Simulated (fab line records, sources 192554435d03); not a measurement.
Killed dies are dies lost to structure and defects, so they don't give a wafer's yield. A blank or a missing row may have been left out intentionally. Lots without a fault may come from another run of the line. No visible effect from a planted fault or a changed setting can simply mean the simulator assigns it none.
fab line records | flow n5-finfet
record lots=5 wafers=15 last-day=18
route steps=1938 shown BEOL_M4@1099 BEOL_M5@1112 BEOL_M8@1335 PASSIVATION@1936
lots untouched by any fault: they come from a run of this same line in which no faults occurred
start-h: the number of hours between the record's first day and the start of the first shown wafer of the lot | wait-h: how many hours have passed since the lot's step before this one | " same as the row above | L1.1+2: a row that stands for several wafers | - no value, or no start was given | * or withheld: withheld | < > ~ a bound
route shown NAME@n: NAME is a module with steps in the file, n the number in the route of the first one | usual: mean/standard deviation of fault-free wafers | same: alike in all rows | chamber/n: place in a boat | sites: readings site by site | _std_site: their standard deviation | _edge_site: inner sites' mean taken away from outer sites' mean | radius-mm: how far each site lies from the wafer's centre | mask NAME#n: copy n | behind: the tool/chamber that last shaped the wafer | hold: reason for holding the lot/hours on hold/outcome of the hold | device: transistor that didn't switch, given as n, p or np | end of line: tests run on the same wafers once the route is complete | step lacking rows: just its recipe | killed: the dies lost at the first sort to structure and to defects; this is not the yield of the wafer | map: dies across one wafer; x = killed, . = not, _ = none there
set.NAME: the setting as run; set.NAME@STEP: as run at that earlier step | model.NAME: the simulator's own value behind a step, which no gauge read
a table for each step, a row for each wafer; lots at some steps of the route
services: a tool's chamber out of use, with start hour (start-h, from the record's first day; less than 0 if before it), hours out, and reason
## steps
# step N5_BEOL_M4_ANNEAL_95
# recipe temp-c=400 time-s=240 ambient=vacuum
# step N5_BEOL_M4_SPUTTER_96
# recipe material=Cu target-thk-a=45 temp-c=-20 chamber-pressure-pa=0.07 power-w=withheld time-s=8.29
# step N5_BEOL_M4_ECD_50
# recipe material=Cu target-thk-a=3000
# step N5_BEOL_M4_ANNEAL_51
# recipe temp-c=225 time-s=90 ambient=N2
# step N5_BEOL_M4_CMP_52
# recipe stop-on=SiOC t-overpolish-s=6.8 down-force-psi=1 platen-rpm=50 clearing-platen-down-force-psi=1.5 clearing-platen-rpm=50 post-cmp-clean=cu-alkaline target-thk-nm=40 clearing-platen-pad-velocity-m-s=0.99484 pad-velocity-m-s=0.99484
# step N5_BEOL_M4_PRE_CLEAN_60
# recipe gas=NH3/H2 time-s=15 temp-c=* rf-power-w=300
# step N5_BEOL_M4_CO_CAP_55
# recipe material=Co target-thk-a=20 temp-c=200 precursor=CCTBA/H2 pressure-torr=30 time-s=102.1
# step N5_BEOL_M4_PRE_CLEAN_56
# recipe gas=NH3 time-s=15 temp-c=withheld rf-power-w=300
# step N5_BEOL_M4_DEP_57
# recipe material=SiCN target-thk-a=80 temp-c=withheld precursor=3MS/NH3 pressure-torr=3 rf-w=202 time-s=14
# step N5_BEOL_M4_RC_MEAS_101
# usual DIBL_N=36.0/1.4 DIBL_P=36.0/1.5 IOFF_N=0.160/0.026 IOFF_P=0.22/0.032 ION_N=674/10 ION_P=464/6.9 SS_N=71.5/0.56 SS_P=73.3/0.59 VT_N=249.5/2.9 VT_P=-249.2/3
# columns lot.wafer tool chamber start-h wait-h DIBL_N[mV/V] DIBL_P[mV/V] IOFF_N[nA/um] IOFF_P[nA/um] ION_N[uA/um] ION_P[uA/um] SS_N[mV/dec] SS_P[mV/dec] VT_N[mV] VT_P[mV]
L176.2 prober-02 0 249.47 0.2 34.4 33.4 0.117 0.16 656 449 71.5 72.9 256.9 -253.5
L176.5 " 0 " " 35.4 34.9 0.138 0.19 659 458 70.7 72.8 249.8 -251.8
L176.6 " 0 " " 35.4 35.1 0.134 0.19 656 451 71.2 72.6 250.5 -251.5
L181.4 prober-01 0 249.99 0.5 35.4 34.9 0.165 0.23 671 464 71.1 73.2 245.1 -247.3
L181.5 " 0 " " 34.8 35.4 0.171 0.24 685 473 70.8 72.6 245.6 -244.2
L181.6 " 0 " " 34.8 35.1 0.150 0.22 675 462 70.6 73.1 248.2 -248.3
L182.3 prober-02 0 266.85 0.3 38.0 38.4 0.174 0.26 680 472 72.5 73.7 251.0 -245.0
L182.4 " 0 " " 34.6 34.7 0.128 0.19 675 461 71.4 71.8 251.3 -249.0
L182.5 " 0 " " 34.4 34.3 0.124 0.19 674 464 71.0 72.5 254.1 -250.8
L185.2 prober-01 0 270.46 0.2 35.9 34.9 0.144 0.21 677 466 71.4 72.8 251.4 -249.5
L185.5 " 0 " " 36.6 36.2 0.155 0.22 677 467 71.2 73.4 252.1 -249.6
L185.6 " 0 " " 35.2 34.2 0.129 0.19 669 465 70.6 72.5 250.6 -250.2
L194.1 prober-02 0 322.81 0.0 36.0 36.9 0.167 0.24 680 469 70.9 73.3 247.2 -249.9
L194.2 " 0 " " 35.1 35.5 0.154 0.22 688 469 71.1 73.2 249.1 -247.9
L194.3 " 0 " " 36.8 37.5 0.174 0.24 673 469 71.4 73.6 246.4 -244.5
# step N5_BEOL_M5_ILD_DEP_00
# recipe material=SiCOH_lowk target-thk-a=1406.4 temp-c=300 precursor=DEMS/porogen pressure-torr=5 rf-w=500 time-s=25.9
# step N5_BEOL_M5_CURE_79
# recipe temp-c=385 time-s=240 ambient=He/Ar material=SiCOH_lowk
# step N5_BEOL_M5_PECVD_70
# recipe material=SiO2 target-thk-a=160 temp-c=400 precursor=TEOS/O2 pressure-torr=5.5 rf-w=450 teos-flow-sccm=53.8 gas=O2 flow-sccm=3000 time-s=18
# step N5_BEOL_M5_HM_DEP_02
# recipe material=TiN target-thk-a=200 temp-c=25 chamber-pressure-pa=0.49996
# step N5_BEOL_M5_COAT_59
# recipe resist=SOC temp-c=250 time-s=60 spin-rpm=1500 resist-thk-nm=60
# step N5_BEOL_M5_COAT_60
# recipe resist=SiARC temp-c=220 time-s=60 spin-rpm=1500 resist-thk-nm=12
# step N5_BEOL_M5_COAT_71
# recipe resist=underlayer temp-c=205 time-s=60 spin-rpm=1500 resist-thk-nm=5
# step N5_BEOL_M5_COAT_05
# recipe resist=CAR-EUV spin-rpm=1500 resist-thk-nm=30
# step N5_BEOL_M5_EBR_07
# recipe solvent=PGMEA ebr-width-mm=1.5
# step N5_BEOL_M5_SOFTBAKE_06
# recipe temp-c=110 time-s=60 resist=CAR-EUV
# step N5_BEOL_M5_EXPOSE_08
# recipe mask-id=M5 na=0.33 source-shape=annular sigma-inner=0.4 sigma-outer=0.8 polarization=unpolarized target-cd-nm=28 dose-mj=35.75
# step N5_BEOL_M5_PEB_09
# recipe peb-temp-c=100 peb-time-s=60 resist=CAR-EUV
# step N5_BEOL_M5_DEVELOP_10
# recipe develop-time-s=30 developer=TMAH resist=CAR-EUV rinse-liquid=surfactant-rinse dry=air-spin dev-temp-c=23
# step N5_BEOL_M5_DESCUM_16
# recipe chemistry=O2 time-s=7 source-power-w=50 bias-power-w=20 pressure-mtorr=20 rf-frequency-hz=2.712e+07 temp-c=40 resist=CAR-EUV o2-flow-sccm=225
# step N5_BEOL_M5_ETCH_72
# recipe chemistry=N2/H2 target=underlayer target-depth-a=65 mask-material=CAR-EUV time-s=5.2 ion-energy-ev=200 pressure-mtorr=30 source-w=840 bias-w=150 n2-flow-sccm=200 h2-flow-sccm=200 ends=cleared
# step N5_BEOL_M5_ETCH_61
# recipe chemistry=CF4 target=SiARC target-depth-a=156 mask-material=CAR-EUV time-s=26 ion-energy-ev=80 pressure-mtorr=40 source-w=545 bias-w=36 Ar_flow_sccm=100 cf4-flow-sccm=100 ends=cleared
# step N5_BEOL_M5_ETCH_62
# recipe chemistry=N2/H2 target=SOC target-depth-a=750 overetch-a=150 mask-material=SiARC temp-c=40 time-s=112.5 ion-energy-ev=200 pressure-mtorr=30 source-w=840 bias-w=150 n2-flow-sccm=200 h2-flow-sccm=200
# step N5_BEOL_M5_STRIP_63
# recipe chemistry=N2/H2 temp-c=40 n2-flow-sccm=200 h2-flow-sccm=200 rf-frequency-hz=6e+07
# step N5_BEOL_M5_STRIP_73
# recipe chemistry=N2/H2 temp-c=40 n2-flow-sccm=200 h2-flow-sccm=200 rf-frequency-hz=6e+07
# step N5_BEOL_M5_STRIP_64
# recipe chemistry=CF4 resist=SiARC power-w=300 bias-power-w=75 pressure-mtorr=50 cf4-flow-sccm=150 rf-frequency-hz=6e+07
# step N5_BEOL_M5_HM_OPEN_17
# recipe chemistry=Cl2/BCl3 target-depth-a=200 overetch-a=60 target=TiN mask-material=SOC ion-energy-ev=150 pressure-mtorr=10 icp-w=1000 bias-w=126 Cl2_flow_sccm=53.25 bcl3-flow-sccm=21.75 Ar_flow_sccm=25
# step N5_BEOL_M5_STRIP_19
# recipe chemistry=O2 power-w=400 temp-c=40 pressure-mtorr=30 rf-frequency-hz=6e+07 bias-power-w=0 overash-fraction=0.2 o2-flow-sccm=225
# step N5_BEOL_M5_COAT_65
# recipe resist=SOC temp-c=250 time-s=60 spin-rpm=1500 resist-thk-nm=60
# step N5_BEOL_M5_COAT_66
# recipe resist=SiARC temp-c=220 time-s=60 spin-rpm=1500 resist-thk-nm=12
# step N5_BEOL_M8_PECVD_70
# recipe material=SiO2 target-thk-a=200 temp-c=400 precursor=TEOS/O2 pressure-torr=5.5 rf-w=450 teos-flow-sccm=53.8 gas=O2 flow-sccm=3000 time-s=22.7
# usual chamber-pressure-Torr=5.498/0.011 heater-power-outer-w=424/54 heater-power-w=737/99 showerhead-plenum-p-Torr=8.79/0.034 susceptor-temp-C=400.00/0.23 throttle-valve-pct=22.6/1.2
# columns lot.wafer tool chamber start-h wait-h chamber-pressure-Torr heater-power-outer-w heater-power-w showerhead-plenum-p-Torr susceptor-temp-C throttle-valve-pct
L181.4 pecvd-02 0 279.80 0.1 - - - - - -
L181.5 " 0 " " - - - - - -
L181.6 " 2 " " - - - - - -
L176.2 pecvd-03 0 282.12 0.0 - - - - - -
L176.5 " 0 " " - - - - - -
L176.6 " 2 " " - - - - - -
L182.3 pecvd-02 2 294.63 0.0 - - - - - -
L182.4 " 1 " " - - - - - -
L182.5 " 2 " " - - - - - -
L185.2 pecvd-03 0 303.89 0.0 5.514 471 801 8.81 399.91 22.1
L185.5 " 1 " " 5.489 379 620 8.75 399.85 23.1
L185.6 " 2 " " 5.503 375 693 8.81 400.21 22.7
L194.1 pecvd-03 2 356.57 0.0 5.494 395 696 8.82 399.93 22.8
L194.2 " 1 " " 5.497 369 622 8.75 399.93 23.2
L194.3 " 0 " " 5.499 517 872 8.80 399.75 22.1
# step N5_PASSIVATION_PROBE_49
# usual defect-limited-yield=91.2/1.2 killed_at_M0_to_M3=34/9.9 killed_at_M4_up=14/5.7 killed-at-contacts=13/6.3 killed-at-front-end=39/9.9 killed-at-other=3.7/2.8 killed-dies=104/15 killed-on-rim=14/3.8 killed-open=68/12 killed-short=34/6.7 sort_bin_5_function=5.2/0.9 sort_bin_6_memory=3.3/0.57 sort-n-pass=1076/15 sort-yield-pct=91.2/1.2
# same gross-dies=1180 killed-at-back-side=0 sort_bin_4_leakage[%]=0 sort_bin_8_speed[%]=0
# columns lot.wafer tool chamber start-h wait-h defect-limited-yield[%] killed_at_M0_to_M3 killed_at_M4_up killed-at-contacts killed-at-front-end killed-at-other killed-dies killed-on-rim killed-open killed-short sort_bin_5_function[%] sort_bin_6_memory[%] sort-n-pass sort-yield-pct[%]
L176.2 prober-02 - 356.61 0.1 62.9 43 350 12 31 2 438 70 62 32 34.1 2.9 742 62.9
L176.5 prober-02 - 356.76 0.2 60.8 55 343 25 38 2 463 67 81 47 35.3 3.6 717 60.8
L176.6 prober-02 - 356.81 0.3 64.7 39 337 5 35 1 417 18 62 30 32.1 2.9 763 64.7
L181.4 prober-02 - 358.25 0.2 63.5 36 347 4 37 7 431 49 54 31 34.0 2.5 749 63.5
L181.5 prober-02 - 358.30 0.2 64.2 26 335 7 52 2 422 39 67 31 32.3 3.3 758 64.2
L181.6 prober-02 - 358.35 0.3 66.9 29 321 5 31 5 391 15 45 32 30.7 1.9 789 66.9
L182.3 prober-02 - 370.48 0.1 62.2 36 346 11 52 1 446 16 73 35 32.9 4.4 734 62.2
L182.4 prober-02 - 370.53 0.2 63.1 36 325 20 54 1 436 94 75 42 32.8 3.6 744 63.1
L182.5 prober-02 - 370.58 0.2 61.2 34 335 18 71 0 458 18 86 34 33.8 4.3 722 61.2
L185.2 prober-02 - 382.15 0.1 91.1 36 13 18 36 2 105 9 67 38 5.3 3.5 1075 91.1
L185.5 prober-02 - 382.30 0.2 91.4 16 9 15 55 6 101 10 69 28 4.7 3.6 1079 91.4
L185.6 prober-02 - 382.35 0.3 92.0 23 11 22 37 1 94 14 67 24 5.1 2.7 1086 92.0
L194.1 prober-01 - 430.69 0.0 92.2 30 14 11 37 0 92 15 62 24 4.4 2.9 1088 92.2
L194.2 prober-01 - 430.74 0.1 93.3 35 11 13 18 2 79 15 54 22 4.3 2.3 1101 93.3
L194.3 prober-01 - 430.79 0.1 91.0 36 21 8 39 2 106 13 77 28 5.3 3.5 1074 91.0
# killed by level:class
L176.2 BEOL_M8:area-pecvd=343 MOL_CONTACT_COAG:geometric-particle:open=10 BEOL_M0_SAQP:geometric-particle:short=10 BEOL_M0_SAQP:geometric-particle:open=9 GATE_CUT:geometric-particle:short=7 BEOL_M1:geometric-particle:open=7 BEOL_M3:geometric-particle:open=6 BEOL_M2:geometric-particle:open=4
L176.5 BEOL_M8:area-pecvd=333 MOL_CONTACT_COAG:geometric-particle:open=21 BEOL_M0_SAQP:geometric-particle:short=18 BEOL_M2:geometric-particle:open=17 STI_FIN_REVEAL:geometric-particle:open=13 BEOL_M0_SAQP:geometric-particle:open=7 DUMMY_GATE:geometric-particle:open=6 MOL_CONTACT_COAG:geometric-particle:short=4
L176.6 BEOL_M8:area-pecvd=323 BEOL_M0_SAQP:geometric-particle:open=13 STI_FIN_REVEAL:geometric-particle:open=10 BEOL_M0_SAQP:geometric-particle:short=8 BEOL_M3:geometric-particle:open=5 BEOL_M4:geometric-particle:open=5 FIN_SAQP:geometric-particle:short=4 DUMMY_GATE:geometric-particle:open=4
L181.4 BEOL_M8:area-pecvd=338 FIN_SAQP:geometric-particle:short=12 BEOL_M3:geometric-particle:open=9 BEOL_M1:geometric-particle:open=8 FIN_SAQP:geometric-particle:open=7 BEOL_M0_SAQP:geometric-particle:open=5 STARTING-WAFER:geometric-particle:short=5 BEOL_M0:geometric-particle:open=4
L181.5 BEOL_M8:area-pecvd=323 FIN_SAQP:geometric-particle:open=12 STI_FIN_REVEAL:geometric-particle:open=12 FIN_SAQP:geometric-particle:short=10 MOL_CONTACT_COAG:geometric-particle:open=6 BEOL_M4:geometric-particle:open=6 BEOL_M0_SAQP:geometric-particle:open=5 BEOL_M0_SAQP:geometric-particle:short=4
L181.6 BEOL_M8:area-pecvd=311 FIN_SAQP:geometric-particle:short=9 BEOL_M0_SAQP:geometric-particle:short=6 FIN_SAQP:geometric-particle:open=4 MOL_CONTACT_COAG:geometric-particle:open=4 DUMMY_GATE:geometric-particle:open=3 GATE_CUT:geometric-particle:open=3 BEOL_M0_SAQP:geometric-particle:open=3
L182.3 BEOL_M8:area-pecvd=324 FIN_SAQP:geometric-particle:open=12 BEOL_M2:geometric-particle:open=12 FIN_SAQP:geometric-particle:short=10 STI_FIN_REVEAL:geometric-particle:open=6 MOL_CONTACT_COAG:geometric-particle:open=6 BEOL_M0_SAQP:geometric-particle:short=6 BEOL_M0_SAQP:geometric-particle:open=5
L182.4 BEOL_M8:area-pecvd=315 STI_FIN_REVEAL:geometric-particle:open=23 MOL_CONTACT_COAG:geometric-particle:open=15 BEOL_M2:geometric-particle:open=9 BEOL_M3:geometric-particle:open=8 FIN_SAQP:geometric-particle:short=7 BEOL_M1:geometric-particle:open=7 STARTING-WAFER:geometric-particle:short=6
L182.5 BEOL_M8:area-pecvd=328 STI_FIN_REVEAL:geometric-particle:open=26 MOL_CONTACT_COAG:geometric-particle:open=13 FIN_SAQP:geometric-particle:short=10 BEOL_M3:geometric-particle:open=10 BEOL_M2:geometric-particle:open=8 BEOL_M1:geometric-particle:open=7 HKMG_FIN:area-etch=7
L185.2 STI_FIN_REVEAL:geometric-particle:open=15 MOL_CONTACT_COAG:geometric-particle:open=13 BEOL_M3:geometric-particle:open=8 BEOL_M1:geometric-particle:open=7 BEOL_M0_SAQP:geometric-particle:short=6 MOL_CONTACT_COAG:geometric-particle:short=5 BEOL_M1:geometric-particle:short=5 GATE_CUT:geometric-particle:short=4
L185.5 STI_FIN_REVEAL:geometric-particle:open=18 MOL_CONTACT_COAG:geometric-particle:open=13 FIN_SAQP:geometric-particle:short=7 BEOL_M3:geometric-particle:open=7 FIN_SAQP:geometric-particle:open=6 STI_FIN_REVEAL:geometric-particle:short=4 GATE_CUT:geometric-particle:open=4 ILD0:geometric-particle:short=3
L185.6 STI_FIN_REVEAL:geometric-particle:open=18 MOL_CONTACT_COAG:geometric-particle:open=18 BEOL_M3:geometric-particle:open=6 STI_FIN_REVEAL:geometric-particle:short=4 BEOL_M0_SAQP:geometric-particle:open=4 GATE_CUT:geometric-particle:short=3 BEOL_M0_SAQP:geometric-particle:short=3 MOL_CONTACT_COAG:geometric-particle:short=3
L194.1 STI_FIN_REVEAL:geometric-particle:open=11 MOL_CONTACT_COAG:geometric-particle:open=10 BEOL_M2:geometric-particle:open=8 BEOL_M4:geometric-particle:open=5 BEOL_M3:geometric-particle:open=5 STI_FIN_REVEAL:geometric-particle:short=4 BEOL_M0_SAQP:geometric-particle:short=4 STARTING-WAFER:geometric-particle:short=4
L194.2 MOL_CONTACT_COAG:geometric-particle:open=7 BEOL_M2:geometric-particle:open=7 MOL_CONTACT_COAG:geometric-particle:short=6 BEOL_M1:geometric-particle:open=6 BEOL_M0_SAQP:geometric-particle:open=5 BEOL_M3:geometric-particle:open=5 BEOL_M4:geometric-particle:open=5 STI_FIN_REVEAL:geometric-particle:open=4
L194.3 BEOL_M4:geometric-particle:open=12 BEOL_M1:geometric-particle:open=10 DUMMY_GATE:geometric-particle:open=9 BEOL_M2:geometric-particle:open=8 MOL_CONTACT_COAG:geometric-particle:open=6 STARTING-WAFER:geometric-particle:open=6 STI_FIN_REVEAL:geometric-particle:open=4 DUMMY_GATE:geometric-particle:short=4
# map L176.5 (x killed, . not)
_________________x.xxxxxxxx..________________
______________xxxxxxxxxx.xxxxxxx_____________
___________.xxxxxxxx.xx.xxxxx..xx.x__________
__________x.xxx.x.xxxxx.xxx.x.xxx.xx_________
________xxxxxx.xxx.x.xxxx.x..x....x.xx_______
_______.xxxxxxxxxx.x..xxxxxxxx...xx....______
______xxxx.xxxx.xxx...x..x..xx.......xx._____
_____xxxxxxxx..xxxx.xx.xxx...x..x.x.xx..x____
____.x..xxxxxx.x.xxxx.xx.x..x..x..x..x.x.x___
___.xxxxxxxx.x.xxxxxxx.x.x.x....x..x.x.x.x.__
___.xxxxxxxxx.x.xx.x.xxx.x..x....x...xxx..x__
__xxxxxxxxxx.xx...xx..x...x...x..x....xxxx.._
__xxxxx.xxx.xx.x.xxxx......x....x..x.x......_
_xxxxxxxxxx.xx...x....x..xxx...x.x..........x
_x..xx.xxx.x.xxxx..x....x....x.xx.....x...x..
_xxxx.xxx.x..x.x..xxxx.....x..x......x..x..x.
_xxxxxxxx.x..x...x..x..x.x.....x.x.........x.
_.xxxx...xxxxxxxx.....x.x........x...x.......
_x.x.xxxx.x.xxx...x.x.x..x......x............
_xx.x.xxx.x.x...x.x.x..x..xx...x.............
_x.x......x.x...xx..x..........xx.......xx..x
__x..xx.....x....xxx.....x...x.....x...x...._
__xx.x.......x..x.......xx...........x......_
___.x.xx.....x.x.....x...x..x......x.....x.__
___x.....x.xx....x..xx...x..........x......__
____...xx...x...x...........x......x...x.x___
_____.xx.x.....xx................x.......____
______..x..xx..xxx......................_____
_______xx..x...........x.x.............______
________.......x.......x...x.........._______
__________.....xxx..x..x......x....._________
___________..........x......x......__________
______________.........x...x...._____________
_________________......x...xx________________
# map L181.4 (x killed, . not)
_________________x..x.x......________________
______________.xxx.xx..xx......._____________
___________xxxx.xxx.xxx.x...x..x...__________
__________xxx.xxxxxx....x..x........_________
________xxx.xx.x....x....x...x.x......_______
_______.x.x.xxxx...x...x....x....x.....______
______xxxx.xxxx.xxxxx.xx.x....x.x......._____
_____xxxxxxxx..xx...x...xx..xx..x...x....____
____x.xx..xxx...x..x........x.............___
___xxxx..xxx.xxxxxxxx.xx.x.x.......x....x..__
___xxxxx.x.x.xx...xxxx.x.......xx...x......__
__.x.xxxxxxx.xx.xx.x..xxxx...x.............._
__xxxx.xxxxxx.xxx...x.xx...xxxx....x........_
_xxx.x..xxxxxxx.xx...x....xxx....xx..x.......
_.xx...xx....xxx..xxx...x.x....x.x...x.x.....
_xxxx.x.x....xxx..xxxx..x..x..........x.x.x.x
_x.xxxx.x..x..x.xxx.xxxxxxx.xxx..x...........
_x..x.xxxxx..xx..xxxx..xxxxx...x........x..x.
_xxxxxxxx...xxxxx...x.x.x.....x.......x......
_.xxxx..xx.xx..xxx.x.x..x.x..........x.......
_x.xxx.xxx...xxx.x.x...x..x.x.........x.xx...
__x..xxx.xxxx..x.x..x...x......x............_
__.x.xxx....xxxx.xxx.xxxxx.................._
___x.xxxx.xxx....xxxx.x.x..................__
___xxxx.xx.xxxxxx..x..x............x.x.....__
____x.x.x.x......x.....x.......x..........___
_____..x....xxxx.x.x.....x............x..____
______.xxx.x..xxx.......x..x...x........_____
_______.x........xx....................______
________x.x.x.............x...x......._______
__________x.x.x........x.........x.._________
___________.......x..x....x.x......__________
______________............x.x..._____________
_________________x....x......________________
## services
# columns tool chamber start-h hours kind
pecvd-02 1 279.00 5.5 scheduled-down
pecvd-03 1 289.67 10.2 repair
pecvd-02 1 313.79 - clean
pecvd-02 1 313.79 29.5 scheduled-down
pecvd-02 1 313.79 29.5 vent-cycle
pecvd-03 1 315.77 2.1 scheduled-down
pecvd-03 2 319.51 5.5 scheduled-down
pecvd-02 2 343.29 5.0 scheduled-down
## key
first-sign step=N5_BEOL_M8_PECVD_70 reading=tool-record direction=missing
effect step=N5_PASSIVATION_PROBE_49 reading=killed_at_M4_up direction=up sigmas=57 usual=14 struck=338
more-kills-born-at N5_BEOL_M8_PECVD_70@pecvd-02=1938 N5_BEOL_M8_PECVD_70@pecvd-03=998
met-at N5_BEOL_M8_PECVD_70
struck-wafers L176.2,L176.5,L176.6,L181.4,L181.5,L181.6,L182.3,L182.4,L182.5
fault kind=skipped-step-whole tool=pecvd-02,pecvd-03 chamber=- onset-h=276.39 steps=N5_BEOL_M8_PECVD_70 scope=struck-lots-only
